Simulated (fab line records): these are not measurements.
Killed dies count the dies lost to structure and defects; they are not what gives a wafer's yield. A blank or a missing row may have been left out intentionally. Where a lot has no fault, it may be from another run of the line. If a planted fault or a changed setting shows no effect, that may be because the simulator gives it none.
Chamber matching || flow n5 finfet || pecvd-04 running N5_BEOL_M5_ILD_DEP_00: 3 sister chambers
The step deposits SiCOH lowk from DEMS/porogen, target thk 140.64 nm, time 25.9 s. 3 wafers are shown with their chamber, then 11 later ones without.

WAFERS PAIRED WITH THEIR CHAMBERS
{"wafer": "L088.4", "chamber": 1, "heater power w (W)": 375}
{"wafer": "L088.5", "chamber": 0, "heater power w (W)": 167}
{"wafer": "L091.1", "chamber": 2, "heater power w (W)": 242}

WAFERS WITHOUT THEIR CHAMBER
{"wafer": "L091.4", "heater power w (W)": 356}
{"wafer": "L091.5", "heater power w (W)": 243}
{"wafer": "L092.2", "heater power w (W)": 209}
{"wafer": "L092.4", "heater power w (W)": 208}
{"wafer": "L092.6", "heater power w (W)": 340}
{"wafer": "L097.1", "heater power w (W)": 152}
{"wafer": "L097.2", "heater power w (W)": 394}
{"wafer": "L097.3", "heater power w (W)": 392}
{"wafer": "L095.3", "heater power w (W)": 185}
{"wafer": "L095.5", "heater power w (W)": 210}
{"wafer": "L095.6", "heater power w (W)": 179}

EACH ONE'S CHAMBER
{"wafer": "L091.4", "from the rows above": 1, "in truth": 1}
{"wafer": "L091.5", "from the rows above": 2, "in truth": 2}
{"wafer": "L092.2", "from the rows above": "can't be placed: 2 or 0", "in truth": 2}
{"wafer": "L092.4", "from the rows above": "can't be placed: 2 or 0", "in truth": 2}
{"wafer": "L092.6", "from the rows above": 1, "in truth": 1}
{"wafer": "L097.1", "from the rows above": 0, "in truth": 0}
{"wafer": "L097.2", "from the rows above": 1, "in truth": 1}
{"wafer": "L097.3", "from the rows above": 1, "in truth": 1}
{"wafer": "L095.3", "from the rows above": "can't be placed: 0 or 2", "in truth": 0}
{"wafer": "L095.5", "from the rows above": "can't be placed: 2 or 0", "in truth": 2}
{"wafer": "L095.6", "from the rows above": 0, "in truth": 0}
Placed correctly: 7 of 11. These rows do not allow placing 4 (true chamber among the candidates in 4). Placed wrongly: 0.
How it was worked out, from the rows above alone: a wafer's distance from a chamber is the root of the sum, over the readings, of the square of ((its reading less the chamber's mean) divided by the reading's scatter). The wafer belongs to the nearest chamber; if the next one is less than 2 further off, it can't be placed. For every chamber, the mean is computed from those of its wafers that are shown. The scatter: with one shown wafer a chamber, the root of the mean of the squares of how far each hidden wafer lies from its nearest shown one.
